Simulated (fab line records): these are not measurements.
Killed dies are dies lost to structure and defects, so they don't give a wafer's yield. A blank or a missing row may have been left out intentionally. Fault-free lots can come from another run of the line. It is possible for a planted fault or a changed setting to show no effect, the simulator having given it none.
Problem report in the 8D (eight disciplines) form, filled by code || flow n5Finfet || the parts of the form that need people (team, actions taken, sign-off) are left out

== 1. THE PROBLEM ==
Wafers without a fault read 75.01 W, standard deviation 0.22; biasW at N5_BEOL_M7_ETCH_41 reads a mean of 52.53 W on 4 wafers belonging to 2 lots. That is -99 or more standard deviations from the usual mean.
The step: etches SiCN in CH3F/O2, target depth 31.9 nm, time 57.8 s.
First seen on wafer L144.2, day 12 23:11, on rieDiel-03. At this step, 30 wafers from 10 lots have a number in the record. By rule, "out" or "out of limits" means more than 4 standard deviations away from the usual mean. Any other wafer with a number is counted as sound.

== 2. WHAT IT IS; WHAT IT IS NOT ==
{"question": "which readings at this step", "is": "biasW, rfVppV", "is not": "chamberPressureMTorr, drypumpMotorCurrentA, oesProductAu, showerheadPlenumPTorr, throttleValvePct"}
{"question": "which lots", "is": "L143, L144", "is not": "L131, L133, L135, L145, L146, L149, L150, L152"}
{"question": "which wafers of those lots", "is": "L143.2, L143.5, L144.2, L144.5", "is not": "L143.3, L144.1"}
{"question": "read on which tools", "is": "rieDiel-03", "is not": "rieDiel-01, rieDiel-04"}
{"question": "when", "is": "from day 12 23:11", "is not": "up to then (10 sound wafers); but 16 sound wafers of L143, L145, L146, L149, L150, L152 came after"}

== 3. WHAT RULES OUT EACH SUSPECT ==
Counting: any tool at a process step up to the reading remains a suspect provided it ran every lot that is out. Sound lots after the first of them don't rule it out here, since some wafers of a struck lot are sound.
- rieDiel-03 at N5_BEOL_M7_STRIP_36 (strips in N2/H2): kept. Ran every lot that is out, first one L144 (day 12 23:07); last sound lot up to then L135 (day 10 19:44).
- rieDiel-03 at N5_BEOL_M7_ETCH_41 (etches SiCN in CH3F/O2, target depth 31.9 nm, time 57.8 s): kept. Ran every lot that is out, first one L144 (day 12 23:11); last sound lot up to then L135 (day 10 19:49). Its own readings are out on those wafers: biasW, rfVppV.
- Within rieDiel-03 at N5_BEOL_M7_STRIP_36, the wafers that are out were processed in chamber 0 and their sound lot-mates in chamber 1.
- Within rieDiel-03 at N5_BEOL_M7_ETCH_41, the wafers that are out were processed in chamber 0 and their sound lot-mates in chamber 1.
After counting, rieDiel-03 at N5_BEOL_M7_STRIP_36 and rieDiel-03 at N5_BEOL_M7_ETCH_41 remain.

== 4. THE CAUSE (what the simulator had put in) ==
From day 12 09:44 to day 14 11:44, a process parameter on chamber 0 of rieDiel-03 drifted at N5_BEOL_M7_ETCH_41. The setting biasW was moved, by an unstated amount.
2 suspects survive the count, and this tool is in that group.

== 5. THE CHAIN OF EFFECTS, in route order ==
One row per reading whose mean, taken over the struck wafers that have a number, lies over 3 standard deviations from the usual. Only readings whose record carries a usual standard deviation are examined. hours: median over the lots of the time between each lot's start at the first step of this table that gives one and its start at this step. sigmas: the change, counted in usual standard deviations.
{"hours": 0, "step": "N5_BEOL_M7_ETCH_41", "reading": "biasW", "usual": "75.01 W", "on struck wafers": 52.53, "change": -22.48, "sigmas": "-99 or more"}
{"hours": 0, "step": "N5_BEOL_M7_ETCH_41", "reading": "rfVppV", "usual": "297.7 V", "on struck wafers": 238.8, "change": -58.9, "sigmas": -33}
The process steps in it:
- N5_BEOL_M7_ETCH_41: etches SiCN in CH3F/O2, target depth 31.9 nm, time 57.8 s.

== 6. WHAT WOULD HAVE CAUGHT IT SOONER ==
The fault began at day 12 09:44; the first out-of-limits reading in this record came at day 12 23:11, 13 hours later.
